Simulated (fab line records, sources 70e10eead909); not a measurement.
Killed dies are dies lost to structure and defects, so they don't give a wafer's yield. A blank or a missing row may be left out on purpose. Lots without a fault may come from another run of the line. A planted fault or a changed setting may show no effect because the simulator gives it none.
fab line records | flow nand_harc
record lots=12 wafers=36 last_day=33
route steps=1302 shown P_GATE@150
lots that met no fault: from a run of the same line without faults
start_h: hours from the record's first day to the start of the lot's first wafer shown | wait_h: hours since the lot's step before | " the same as in the row above | L1.1+2: a row that stands for several wafers | - no value, or no start given | * or withheld: withheld | < > ~ a bound
route shown NAME@n: a module of which the file shows steps, and the number in the route of the first | usual: mean/standard deviation of fault-free wafers | same: alike in all rows | chamber/n: place in a boat | sites: the reading at each site | _std_site: their standard deviation | _edge_site: outer sites' mean less inner sites' | radius_mm: how far each site lies from the wafer's centre | mask NAME#n: copy n | behind: the tool/chamber that last shaped the wafer | hold: why the lot was held/for how many hours/how that ended | device: the transistor (n, p or np) that didn't switch | end of line: the same wafers' tests at the end of the route | a step without rows: its recipe alone | killed: dies lost to structure and defects at the first sort, not the wafer's yield | map: a wafer's dies, x killed, . not, _ none there
set.NAME: the setting as run; set.NAME@STEP: as run at that earlier step | model.NAME: the simulator's own value behind a step, which no gauge read
steps of the route over a sample of lots; a table a step, a row a wafer
services: from which hour (start_h, from the record's first day; less than 0 if before it) a tool's chamber was out of use, for how many hours, and why
## steps
# step NHARC_P_GATE_STRIP_108
# recipe o2_flow_sccm=500 ar_flow_sccm=0 bias_w=0 chemistry=O2
# usual chamber_pressure_mTorr=60.00/0.055 drypump_motor_current_A=5.6/0.5 oes_product_au=1.001/0.0069 rf_vpp_V=57.6/0.86 showerhead_plenum_p_Torr=3.49/0.11 throttle_valve_pct=17.038/0.0089
# columns lot.wafer tool chamber start_h wait_h chamber_pressure_mTorr drypump_motor_current_A oes_product_au rf_hours_counter_h rf_vpp_V showerhead_plenum_p_Torr throttle_valve_pct
L797.3 rie_diel-13 1 94.82 - 59.95 4.9 1.011 6.0 56.2 3.39 17.030
L797.1 " 2 " " 60.02 6.2 1.015 6.0 57.6 3.39 17.027
L797.4 " 0 " " 60.06 5.8 0.991 5.7 56.7 3.43 17.049
L798.3 rie_diel-09 3 109.60 - 60.00 5.9 1.003 5.1 56.2 3.52 17.026
L798.4 " 0 " " 59.89 5.0 1.004 4.6 57.3 3.62 17.025
L798.6 " 2 " " 60.02 5.2 1.007 - 57.9 3.54 17.042
L799.2 rie_diel-02 2 124.92 - 59.95 5.3 1.000 5.8 55.8 3.33 17.036
L799.1 " 3 " " 60.08 5.8 0.996 5.0 57.7 3.61 17.028
L799.3 " 0 " " 59.92 5.6 1.001 5.2 58.9 3.65 17.045
L801.3 rie_diel-13 2 140.95 - 60.03 6.2 0.997 8.7 55.9 3.38 17.027
L801.2 " 0 " " 59.98 5.8 0.994 7.4 57.9 3.43 17.021
L801.6 " 2 " " 59.90 6.2 1.000 - 56.6 3.38 17.033
L802.3 rie_diel-02 3 147.44 - 59.95 5.8 0.992 6.4 56.6 3.61 17.033
L802.2 " 2 " " 60.09 5.2 0.995 7.2 58.2 3.33 17.052
L802.5 " 2 " " 59.98 5.3 0.988 - 57.7 3.33 17.045
L803.3 rie_diel-13 1 158.01 - 59.97 4.9 0.994 8.5 59.0 3.39 17.023
L803.1 " 2 " " 60.13 6.1 1.008 9.9 58.7 3.38 17.049
L803.6 " 0 " " 59.96 5.8 0.993 - 58.6 3.43 17.026
L805.1 rie_diel-13 2 183.08 - 59.99 6.2 1.002 0.2 58.6 3.38 17.048
L805.4 " 3 " " 60.05 6.3 1.001 0.2 57.6 3.56 17.040
L805.5 " 1 " " 60.10 4.8 0.995 - 56.4 3.39 17.043
L807.1 rie_diel-13 2 206.22 - 60.04 6.2 1.005 1.1 58.0 3.38 17.049
L807.4 " 3 " " 59.99 6.3 0.993 1.6 57.3 3.56 17.041
L807.3 " 1 " " 60.11 4.9 0.987 1.1 58.0 3.39 17.045
L814.2 rie_diel-09 0 270.42 - 60.08 5.1 1.011 5.8 58.1 3.62 17.026
L814.5 " 1 " " 59.96 6.2 1.009 - 57.7 3.58 17.027
L814.6 " 2 " " 60.01 5.1 1.001 - 57.1 3.53 17.024
L815.3 rie_diel-09 0 283.51 - 60.04 5.0 1.008 7.1 58.3 3.62 17.039
L815.6 " 2 " " 60.07 5.1 0.992 - 55.7 3.53 17.034
L815.5 " 3 " " 59.97 5.9 0.994 - 57.2 3.51 17.037
L816.1 rie_diel-09 1 295.25 - 60.00 6.3 0.991 8.6 57.7 3.58 17.034
L816.2 " 2 " " 59.96 5.2 0.980 9.8 58.0 3.53 17.033
L816.3 " 3 " " 59.93 5.9 1.001 8.4 58.5 3.51 17.034
L820.1 rie_diel-02 3 324.88 - 60.02 5.8 1.001 4.3 58.8 3.61 17.035
L820.6 " 3 " " 59.96 5.8 0.999 - 59.7 3.61 17.032
L820.5 " 0 " " 60.05 5.6 1.012 - 57.2 3.65 17.042
# step NHARC_P_GATE_EXPOSE_88
# recipe na=0.6 target_cd_nm=2000 dose_mj=11.87 mask_id=P_HVN
# columns lot.wafer tool chamber start_h wait_h mask
L797.1+3+4 krf_scanner-01 0 109.09 - P_HVN#0
L798.3+4+6 krf_scanner-01 0 123.63 - P_HVN#0
L799.1+2+3 krf_scanner-04 0 139.32 - P_HVN#0
L801.2+3+6 krf_scanner-04 0 164.62 - P_HVN#0
L802.2+3+5 krf_scanner-01 0 165.30 - P_HVN#0
L803.1+3+6 krf_scanner-01 0 174.98 - P_HVN#0
L805.1+4+5 krf_scanner-01 0 199.81 - P_HVN#0
L807.1+3+4 krf_scanner-01 0 220.66 - P_HVN_R1#0
L814.2+5+6 krf_scanner-04 0 284.79 - P_HVN#0
L815.3+5+6 krf_scanner-04 0 297.94 - P_HVN#0
L816.1+2+3 krf_scanner-01 0 309.91 - P_HVN#0
L820.1+5+6 krf_scanner-04 0 339.41 - P_HVN#0
# step NHARC_P_GATE_CD_MEAS_91
# recipe target_cd_nm=2000 landing_energy_ev=500
# usual cd_nm=2000.0/1.3
# columns lot.wafer tool chamber start_h wait_h cd_nm
L797.1 cd_sem-03 0 109.25 - 1999.2
L797.3 " 0 " " 1998.6
L797.4 " 0 " " 2000.1
L798.3 cd_sem-01 0 123.79 - 1998.4
L798.4 " 0 " " 2000.7
L798.6 " 0 " " 1998.3
L799.1 cd_sem-03 0 139.48 - 2000.6
L799.2 " 0 " " 2000.4
L799.3 " 0 " " 1999.9
L801.2 cd_sem-03 0 164.77 - 1999.7
L801.3 " 0 " " 2001.0
L801.6 " 0 " " 2001.1
L802.2 cd_sem-01 0 165.45 - 2000.5
L802.3 " 0 " " 2002.3
L802.5 " 0 " " 2001.7
L803.1 cd_sem-02 0 175.13 - 2000.6
L803.3 " 0 " " 1998.2
L803.6 " 0 " " 1999.0
L805.1 cd_sem-01 0 199.97 - 2000.4
L805.4 " 0 " " 2000.5
L805.5 " 0 " " 1999.7
L807.1 cd_sem-03 0 220.81 - 1994.5
L807.3 " 0 " " 1994.0
L807.4 " 0 " " 1992.7
L814.2 cd_sem-02 0 284.95 - 2002.1
L814.5 " 0 " " 2002.2
L814.6 " 0 " " 2001.6
L815.3 cd_sem-01 0 298.09 - 2000.8
L815.5 " 0 " " 2000.9
L815.6 " 0 " " 2002.8
L816.1 cd_sem-03 0 310.06 - 1995.8
L816.2 " 0 " " 1998.2
L816.3 " 0 " " 1998.6
L820.1 cd_sem-03 0 339.57 - 1999.6
L820.5 " 0 " " 2002.1
L820.6 " 0 " " 1999.7
# step NHARC_P_GATE_STRIP_113
# recipe power_w=1500 temp_c=110 time_s=740 chemistry=N2/H2
# usual drypump_motor_current_A=5.62/0.13 heater_power_w=96/7.7
# columns lot.wafer tool chamber start_h wait_h drypump_motor_current_A heater_power_w rf_hours_counter_h
L797.1 plasma_asher-01 0 109.79 0.2 5.43 89 26
L797.4 " 0 " " 5.43 87 -
L797.3 " 1 " " 5.56 89 -
L798.4 plasma_asher-02 1 124.55 0.3 5.63 105 -
L798.3 " 0 " " 5.79 96 -
L798.6 " 1 " " 5.63 104 -
L799.2 plasma_asher-01 0 140.00 0.2 5.40 92 32
L799.1 " 1 " " 5.55 90 32
L799.3 " 1 " " 5.56 91 -
L801.2 plasma_asher-02 0 165.55 0.4 5.78 95 16
L801.3 " 0 " " 5.79 98 -
L801.6 " 0 " " 5.80 98 -
L802.2 plasma_asher-02 1 166.21 0.4 5.63 104 17
L802.3 " 1 " " 5.66 104 -
L802.5 " 0 " " 5.76 100 -
L803.1 plasma_asher-01 1 175.66 0.2 5.56 91 0
L803.3 " 1 " " 5.54 90 -
L803.6 " 0 " " 5.44 88 -
L805.1 plasma_asher-01 1 200.50 0.2 5.55 90 5
L805.4 " 0 " " 5.42 84 -
L805.5 " 1 " " 5.58 88 -
L807.1 plasma_asher-02 0 221.35 0.2 5.80 100 27
L807.3 " 0 " " 5.78 97 -
L807.4 " 1 " " 5.65 103 -
L814.2 plasma_asher-01 0 285.62 0.3 5.43 85 24
L814.6 " 1 " " 5.56 90 -
L814.5 " 0 " " 5.41 85 -
L815.3 plasma_asher-02 1 298.93 0.4 5.62 108 -
L815.5 " 1 " " 5.62 108 -
L815.6 " 0 " " 5.80 99 -
L816.2 plasma_asher-02 1 310.60 0.2 5.65 109 9
L816.1 " 0 " " 5.80 100 9
L816.3 " 0 " " 5.79 96 -
L820.1 plasma_asher-01 1 341.71 0.2 5.56 91 36
L820.5 " 1 " " 5.58 90 -
L820.6 " 0 " " 5.43 85 -
# step NHARC_P_GATE_STRIP_95
# recipe power_w=1500 temp_c=250 chemistry=O2
# usual drypump_motor_current_A=5.62/0.13 heater_power_w=360/29
# columns lot.wafer tool chamber start_h wait_h drypump_motor_current_A heater_power_w rf_hours_counter_h
L797.1 plasma_asher-01 0 110.51 0.6 5.45 325 27
L797.4 " 0 " " 5.43 334 -
L797.3 " 1 " " 5.55 336 -
L798.4 plasma_asher-02 1 125.04 0.4 5.68 399 -
L798.3 " 0 " " 5.78 367 -
L798.6 " 1 " " 5.63 394 -
L799.2 plasma_asher-01 0 140.72 0.6 5.43 329 32
L799.1 " 1 " " 5.54 347 32
L799.3 " 1 " " 5.56 333 -
L801.2 plasma_asher-02 0 166.16 0.5 5.80 368 17
L801.3 " 0 " " 5.80 369 -
L801.6 " 0 " " 5.82 365 -
L802.2 plasma_asher-02 1 166.93 0.6 5.67 379 18
L802.3 " 1 " " 5.64 381 -
L802.5 " 0 " " 5.79 366 -
L803.1 plasma_asher-01 1 176.37 0.6 5.55 333 1
L803.3 " 1 " " 5.58 331 -
L803.6 " 0 " " 5.42 321 -
L805.1 plasma_asher-01 1 201.22 0.6 5.55 334 5
L805.4 " 0 " " 5.42 315 -
L805.5 " 1 " " 5.56 341 -
L807.1 plasma_asher-02 0 222.06 0.6 5.83 368 28
L807.3 " 0 " " 5.81 367 -
L807.4 " 1 " " 5.62 395 -
L814.2 plasma_asher-01 0 286.22 0.5 5.43 312 24
L814.6 " 1 " " 5.53 341 -
L814.5 " 0 " " 5.43 326 -
L815.3 plasma_asher-02 1 299.43 0.4 5.63 391 -
L815.5 " 1 " " 5.63 402 -
L815.6 " 0 " " 5.79 385 -
L816.2 plasma_asher-02 1 311.31 0.6 5.65 407 10
L816.1 " 0 " " 5.76 370 10
L816.3 " 0 " " 5.80 370 -
L820.1 plasma_asher-01 1 342.42 0.6 5.56 340 36
L820.5 " 1 " " 5.56 333 -
L820.6 " 0 " " 5.41 314 -
## services
# columns tool chamber start_h hours kind
plasma_asher-02 - 72.27 9.0 pm
rie_diel-13 - 89.51 0.5 repair
krf_scanner-01 - 92.79 0.6 repair
krf_scanner-01 - 140.00 4.0 pm
rie_diel-09 - 143.10 9.0 pm
rie_diel-13 - 165.00 9.0 pm
plasma_asher-01 - 165.11 9.0 pm
krf_scanner-04 - 199.45 4.0 pm
rie_diel-09 - 210.56 2.0 repair
rie_diel-09 - 228.74 0.5 repair
rie_diel-13 1 242.72 8.6 repair
plasma_asher-02 - 249.47 9.0 pm
rie_diel-13 3 262.99 15.8 repair
krf_scanner-01 - 274.52 20.5 repair
rie_diel-13 3 292.77 2.9 repair
rie_diel-13 2 295.12 15.4 repair
rie_diel-13 0 295.13 13.1 repair
krf_scanner-01 - 312.00 4.0 pm
rie_diel-13 1 314.96 4.5 repair
plasma_asher-02 - 316.77 2.0 repair
krf_scanner-04 - 329.43 0.6 repair
krf_scanner-01 - 332.33 9.2 repair
plasma_asher-02 - 340.77 1.2 repair
rie_diel-13 - 342.00 9.0 pm
## key
first_sign step=NHARC_P_GATE_EXPOSE_88 reading=mask direction=changed
effect step=NHARC_P_GATE_CD_MEAS_91 reading=cd_nm direction=down sigmas=5 usual=2000.0 struck=1993.7
met_at NHARC_P_GATE_EXPOSE_88
struck_lots L807
tester_left_out L807
not_acting_at NHARC_P_GATE_STRIP_108,NHARC_P_GATE_STRIP_113,NHARC_P_GATE_STRIP_95
onset_between 199.81 220.66
fault kind=wrong_mask tool=any chamber=- onset_h=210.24 steps=NHARC_P_GATE_EXPOSE_88 aux_copy=P_HVN_R1#0 cd_offset_nm=-5.988 scope=struck_lots_only
# tester_left_out: of these lots the tester's yield and bins aren't shown, on N5 and GAA mostly nor the transistor test; their killed dies are dies lost to structure and defects alone, not to doping, threshold or leakage, so they don't give the yield
